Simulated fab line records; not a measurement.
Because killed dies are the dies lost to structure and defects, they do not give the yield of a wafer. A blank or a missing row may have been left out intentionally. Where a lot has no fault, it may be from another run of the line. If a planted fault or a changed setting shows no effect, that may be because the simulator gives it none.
Problem report, 8D (eight disciplines) form, completed by code	flow n5Finfet	the parts of the form that need people (team, actions taken, sign-off) are left out

== 1. THE PROBLEM ==
timeToEndpointS at N5_BEOL_M0_CMP_120 reads a mean of 18 s on 2 wafers of 2 lots; wafers without a fault read 63 s with a standard deviation of 4.7. Relative to the usual mean, that is a shift of -9.5 standard deviations.
The step: polishes, stops on SiOC, t overpolish 6.9 s.
Seen first at day 8 12:56 on cmp-04, wafer L539.4. At this step, 29 wafers from 10 lots have a number in the record. Rule for "out" (also "out of limits"): further than 4 standard deviations from the usual mean. The other wafers with a number count as sound.

== 2. WHAT IT IS, AND WHAT IT ISN'T ==
question	is	is not
which readings at this step	timeToEndpointS	motorCurrentA
which lots	L539, L542	L531, L532, L533, L534, L535, L541, L546, L552
which wafers of those lots	L539.4, L542.5	L539.3, L539.5, L542.1, L542.4
read on which tools	cmp-04	cmp-01, cmp-02
when	from day 8 12:56	up to then (17 sound wafers); but 10 sound wafers of L541, L542, L546, L552 came after

== 3. SUSPECTS, AND WHAT RULES EACH OUT ==
Counting: a tool at a process step up to the reading stays a suspect if it ran every lot that is out. Sound lots after the first of them don't rule it out here, since some wafers of a struck lot are sound.
- rieDiel-01 at N5_BEOL_M0_ETCH_109 (etches SiCN in CH3F/O2, target depth 8 nm, overetch 2.4 nm, time 27.4 s): kept. Ran every lot that is out, first one L539 (day 8 10:24); last sound lot up to then L535 (day 7 16:12).
- ecdCu-01 at N5_BEOL_M0_ECD_118 (material Cu, target thk 300 nm): kept. Ran every lot that is out, first one L539 (day 8 12:31); last sound lot up to then L535 (day 7 17:29).
- cmp-04 at N5_BEOL_M0_CMP_120 (polishes, stops on SiOC, t overpolish 6.9 s): kept. Ran every lot that is out, first one L539 (day 8 12:56); last sound lot up to then L534 (day 7 06:29). Out on those wafers are its own readings of timeToEndpointS.
rieDiel-01 at N5_BEOL_M0_ETCH_109, ecdCu-01 at N5_BEOL_M0_ECD_118 and cmp-04 at N5_BEOL_M0_CMP_120 are what is left after counting.

== 4. THE CAUSE (what the simulator had put in) ==
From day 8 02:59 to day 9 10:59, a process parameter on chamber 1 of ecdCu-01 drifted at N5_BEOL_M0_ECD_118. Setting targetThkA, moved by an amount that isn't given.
3 suspects survive the count, and this tool is in that group.

== 5. THE CHAIN OF EFFECTS, in route order ==
Rows list readings where the struck wafers' mean (over those with a number) sits beyond 3 standard deviations from the usual. Scope: only readings with a usual standard deviation given in the record; hours: median across lots of the time from each lot's start at the first step in this table that gives one to its start at this step; sigmas: change in usual standard deviations.
hours	step	reading	usual	on struck wafers	change	sigmas
0	N5_BEOL_M0_CMP_120	timeToEndpointS	63 s	18	-44	-9.5
Its process steps:
- N5_BEOL_M0_CMP_120: polishes, stops on SiOC, t overpolish 6.9 s.
At these later measuring or inspecting steps, every struck wafer for which the step has a row has a number for every such reading, and none has moved that far: N5_BEOL_M4_RC_MEAS_101.

== 6. HOW IT WOULD HAVE BEEN CAUGHT EARLIER ==
First out-of-limits reading in this record: day 8 12:56, which is 10 hours after fault onset at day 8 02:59.
L542, from the lots that are out (2), started N5_BEOL_M0_ECD_118 on ecdCu-01 later than day 8 12:56. Had the tool been put on hold then, it would have been spared.
